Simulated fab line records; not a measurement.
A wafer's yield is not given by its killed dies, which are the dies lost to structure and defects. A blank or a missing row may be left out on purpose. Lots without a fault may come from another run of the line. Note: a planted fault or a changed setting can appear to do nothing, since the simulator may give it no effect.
Code-filled problem report in 8D (eight disciplines) form || flow nand_harc || the parts of the form that need people (team, actions taken, sign-off) are left out

1. THE PROBLEM
killed_at_array at NHARC_END_SORT_01 reads a mean of 95 on 2 wafers of 2 lots; wafers without a fault read 28 with a standard deviation of 8.9. That puts it +7.5 standard deviations away from the usual mean.
Seen first at day 22 17:26 on prober-02, wafer L882.5. Wafers with a number at this step in the record: 4, from 2 lots. The rule behind "out" and "out of limits": a value lying over 4 standard deviations away from the usual mean. All remaining wafers that have a number are taken as sound.

2. WHAT IT IS; WHAT IT IS NOT
{"question": "which readings at this step", "is": "killed_at_array, killed_dies", "is not": "killed_at_other, killed_at_periphery, killed_open, killed_short"}
{"question": "which lots", "is": "L880, L882", "is not": "-"}
{"question": "which wafers of those lots", "is": "L880.3, L882.5", "is not": "L882.1, L882.3"}
{"question": "read on which gauges", "is": "prober-01, prober-02", "is not": "-"}
{"question": "when", "is": "from day 22 17:26", "is not": "up to then (2 sound wafers)"}

3. WHAT RULES OUT EACH SUSPECT
Counting: any tool at a process step up to the reading remains a suspect provided it ran every lot that is out. Sound lots after the first of them don't rule it out here, since some wafers of a struck lot are sound.
- the gauge at NHARC_END_SORT_01 is ruled out. 2 gauges (prober-01, prober-02) read the wafers that are out.
- har_cap_etch-03 at NHARC_A_CONTACT_ETCH_123 (etches the open film in C4F8/O2/Ar, time 253 s, target depth 1090 nm): kept. It ran every lot that is out, first L880 (day 19 13:08).
- rie_diel-06 at NHARC_HYBRID_BOND_ACTIVATE_00 (chemistry N2, time 60 s): kept. It ran every lot that is out, first L880 (day 21 11:25).
- rie_diel-02 at NHARC_THIN_TSV_ETCH_44 (etches the open film in CF4/O2, target depth 1594.2 nm, time 797.1 s): kept. It ran every lot that is out, first L882 (day 21 22:58).
- Within har_cap_etch-03 at NHARC_A_CONTACT_ETCH_123: the wafers that are out ran in chamber 0; their sound lot-mates ran in chamber 1.
After the count, these remain: har_cap_etch-03 at NHARC_A_CONTACT_ETCH_123, rie_diel-06 at NHARC_HYBRID_BOND_ACTIVATE_00 and rie_diel-02 at NHARC_THIN_TSV_ETCH_44.

4. THE CAUSE (what the simulator had put in)
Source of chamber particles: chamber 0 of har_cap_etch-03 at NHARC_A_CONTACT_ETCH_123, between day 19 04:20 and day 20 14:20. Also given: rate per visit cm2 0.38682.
3 suspects survive the count, and this tool is in that group.

5. THE EFFECT CHAIN, in route order
Each row: a reading whose mean over the struck wafers that have a number lies more than 3 standard deviations from the usual. Only readings for which the record gives a usual standard deviation are gone through. hours: the time from each lot's start at the first step in this table that gives one to its start at this step, as a median over the lots. sigmas: the change in usual standard deviations.
{"hours": 0, "step": "NHARC_END_SORT_01", "reading": "killed_at_array", "usual": 28, "on struck wafers": 95, "change": "+67", "sigmas": "+7.5"}
{"hours": 0, "step": "NHARC_END_SORT_01", "reading": "killed_dies", "usual": 32, "on struck wafers": 96, "change": "+64", "sigmas": "+6.9"}

6. HOW IT WOULD HAVE BEEN CAUGHT EARLIER
The first out-of-limits reading at a measuring or inspecting step in this record came at day 22 17:26, 85 hours after the fault's start at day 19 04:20.
The start of NHARC_A_CONTACT_ETCH_123 on har_cap_etch-03 came by day 22 17:26 for every one of the lots that are out (2). None of them would have been spared by holding the tool at that moment.
